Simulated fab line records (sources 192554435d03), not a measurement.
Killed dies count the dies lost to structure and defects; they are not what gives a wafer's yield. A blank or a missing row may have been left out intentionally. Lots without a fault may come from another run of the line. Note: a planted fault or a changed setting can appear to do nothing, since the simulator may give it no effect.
Chamber matching / flow n5Finfet / 4 sister chambers for N5_SD_EPI_N_DESCUM_14 on rieDiel-06
The step chemistry O2, time 7.9 s. 4 wafers are shown with their chamber, then 7 later ones without.

== WAFERS PAIRED WITH THEIR CHAMBERS ==
wafer=L079.4; chamber=2; drypumpMotorCurrentA (A)=6.3
wafer=L089.2; chamber=1; drypumpMotorCurrentA (A)=5.4
wafer=L090.3; chamber=0; drypumpMotorCurrentA (A)=5.8
wafer=L090.4; chamber=3; drypumpMotorCurrentA (A)=5.2

== WAFERS MISSING THEIR CHAMBER ==
wafer=L090.5; drypumpMotorCurrentA (A)=5.4
wafer=L091.2; drypumpMotorCurrentA (A)=6.2
wafer=L091.3; drypumpMotorCurrentA (A)=5.8
wafer=L091.6; drypumpMotorCurrentA (A)=5.5
wafer=L097.1; drypumpMotorCurrentA (A)=5.4
wafer=L097.4; drypumpMotorCurrentA (A)=5.5
wafer=L097.6; drypumpMotorCurrentA (A)=5.8

== WHICH CHAMBER EACH ONE RAN IN ==
wafer=L090.5; from the rows above=1; in truth=1
wafer=L091.2; from the rows above=2; in truth=2
wafer=L091.3; from the rows above=0; in truth=0
wafer=L091.6; from the rows above=1; in truth=1
wafer=L097.1; from the rows above=1; in truth=1
wafer=L097.4; from the rows above=1; in truth=1
wafer=L097.6; from the rows above=0; in truth=0
Correctly placed: 7 of 7. Number that these rows cannot place: 0. Number placed wrongly: 0.
How it was worked out, from the rows above alone: a wafer's distance from a chamber is the root of the sum, over the readings, of the square of ((its reading less the chamber's mean) divided by the reading's scatter). The wafer belongs to the nearest chamber; if the next one is less than 2 further off, it can't be placed. For every chamber, the mean is computed from those of its wafers that are shown. The scatter (one wafer shown for each chamber): square how far every hidden wafer sits from the nearest shown wafer, average those squares and take the square root.
